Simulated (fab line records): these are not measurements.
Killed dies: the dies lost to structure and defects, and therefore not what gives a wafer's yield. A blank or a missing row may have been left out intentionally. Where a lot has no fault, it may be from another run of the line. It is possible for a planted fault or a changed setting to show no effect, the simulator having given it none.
Matching of chambers | flow n5 finfet | N5_STI_FIN_REVEAL_ALD_00 on ald sin-02 has 4 sister chambers
The step deposits SiO2, target thk 1 nm, pulse time 1 s. 16 wafers are shown with their chamber, then 8 later ones without.

WAFERS WITH THEIR CHAMBER
wafer  | chamber | heater power w (W) | precursor pulse height rel
L075.3 | 0       | 428                | 1.021
L075.4 | 3       | 509                | 1.002
L075.6 | 3       | 487                | 0.990
L076.1 | 1       | 499                | 1.012
L076.2 | 2       | 432                | 0.987
L076.6 | 1       | 505                | 1.006
L081.1 | 1       | 494                | 1.011
L081.4 | 0       | 438                | 0.990
L081.6 | 3       | 510                | 0.978
L085.3 | 1       | 497                | 0.986
L085.4 | 3       | 496                | 1.023
L085.5 | 2       | 431                | 0.984
L086.1 | 2       | 444                | 0.959
L086.3 | 1       | 499                | 0.989
L086.5 | 1       | 507                | 1.029
L089.1 | 0       | 433                | 1.049

SIGNATURES (averages over the wafers above)
reading                    | chamber 0 | chamber 1 | chamber 2 | chamber 3 | scatter within a chamber
heater power w             | 433.00    | 500.17    | 435.67    | 500.50    | 7.31
precursor pulse height rel | 1.02000   | 1.00550   | 0.97667   | 0.99825   | 0.0196
Rule: a wafer's distance from a chamber is the root of the sum, over the readings, of the square of ((its reading less the chamber's mean) divided by the reading's scatter). If the next closest chamber is less than 2 further off than the closest, the wafer can't be placed; otherwise it belongs to the closest. The scatter: the root of (the sum of the squares of (reading less its chamber's mean) over the shown wafers, divided by (wafers less chambers)).

WAFERS WITH NO CHAMBER GIVEN
wafer  | heater power w (W) | precursor pulse height rel
L089.2 | 437                | 0.998
L089.6 | 495                | 0.979
L094.1 | 507                | 1.002
L094.3 | 504                | 0.981
L094.5 | 434                | 1.010
L095.4 | 507                | 0.959
L095.5 | 447                | 0.993
L095.6 | 509                | 1.010

EACH ONE'S CHAMBER
wafer  | from the rows above     | in truth
L089.2 | can't be placed: 2 or 0 | 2
L089.6 | can't be placed: 3 or 1 | 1
L094.1 | can't be placed: 3 or 1 | 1
L094.3 | can't be placed: 3 or 1 | 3
L094.5 | can't be placed: 0 or 2 | 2
L095.4 | can't be placed: 3 or 1 | 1
L095.5 | can't be placed: 2 or 0 | 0
L095.6 | can't be placed: 1 or 3 | 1
0 of 8 placed correctly. Unplaceable from these rows: 8, with the true chamber sitting among the candidates in 8. Number placed wrongly: 0.
